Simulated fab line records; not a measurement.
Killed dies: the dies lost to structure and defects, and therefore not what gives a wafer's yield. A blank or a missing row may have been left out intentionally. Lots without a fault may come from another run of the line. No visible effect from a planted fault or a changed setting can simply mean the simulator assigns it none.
Code-filled problem report in 8D (eight disciplines) form ; flow n5Finfet ; the parts of the form that need people (team, actions taken, sign-off) are left out

1. THE PROBLEM
Mean of spinSpeedRpm at N5_BEOL_M6_COAT_60: 1669.2 rpm across 6 wafers in 2 lots; on wafers with no fault it is 1499.8 rpm (standard deviation 0.98). That is +99 or more standard deviations from the usual mean.
The step: time 60 s, resist thk 35 nm.
Seen first at day 11 10:05 on lithoTrack-05, wafer L483.2. Wafers with a number at this step in the record: 18, from 6 lots. The rule behind "out" and "out of limits": a value lying over 4 standard deviations away from the usual mean. Any other wafer with a number is counted as sound.

2. WHAT IT IS; WHAT IT IS NOT
question;is;is not
which readings at this step;spinSpeedRpm;heaterPowerTotalW
which lots;L483, L485;L477, L478, L484, L495
which wafers of those lots;all that have a number;-
read on which tools;lithoTrack-05;lithoTrack-01, lithoTrack-02
when;from day 11 10:05;"up to then (6 sound wafers); but 6 sound wafers of L484, L495 came after"

3. SUSPECTS, AND WHAT RULES EACH OUT
Counting: any tool at a process step up to the reading is kept as a suspect provided that every lot that is out went through it and no sound lot did after the first of them.
- lithoTrack-05 at N5_BEOL_M6_COAT_60 (time 60 s, resist thk 35 nm): kept. Every lot that is out went through it, starting with L483 (day 11 10:05), and after that it ran no sound lot; the last sound lot it ran before then is L477 (day 9 22:42). Its own readings are out on those wafers: spinSpeedRpm.
After counting, what remains is lithoTrack-05 at N5_BEOL_M6_COAT_60.

4. THE CAUSE (what the simulator had put in)
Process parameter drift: lithoTrack-05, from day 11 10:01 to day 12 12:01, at N5_BEOL_M6_COAT_60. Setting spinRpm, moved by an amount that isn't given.
Only this tool survived the counting.

5. SEQUENCE OF EFFECTS, ordered by route
Rows list readings where the struck wafers' mean (over those with a number) sits beyond 3 standard deviations from the usual. Readings are gone through only where the record gives a usual standard deviation; hours: the median, over the lots, of the time from a lot's start at the first step in this table giving one to that lot's start at this step; sigmas: the change measured in usual standard deviations.
hours;step;reading;usual;on struck wafers;change;sigmas
0;N5_BEOL_M6_COAT_60;spinSpeedRpm;1499.8 rpm;1669.2;+169.4;+99 or more
Its process steps:
- N5_BEOL_M6_COAT_60: time 60 s, resist thk 35 nm.
Later measuring or inspecting steps at which every struck wafer that the step has a row for has a number for every such reading, and none has moved that far: N5_BEOL_M6_CD_MEAS_11, N5_BEOL_M6_OVL_MEAS_12, N5_BEOL_M6_INSPECT_13.

6. WHAT WOULD HAVE CAUGHT IT SOONER
In this record no reading fell out of limits until day 11 10:05, 0 hours after the fault had begun at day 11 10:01.
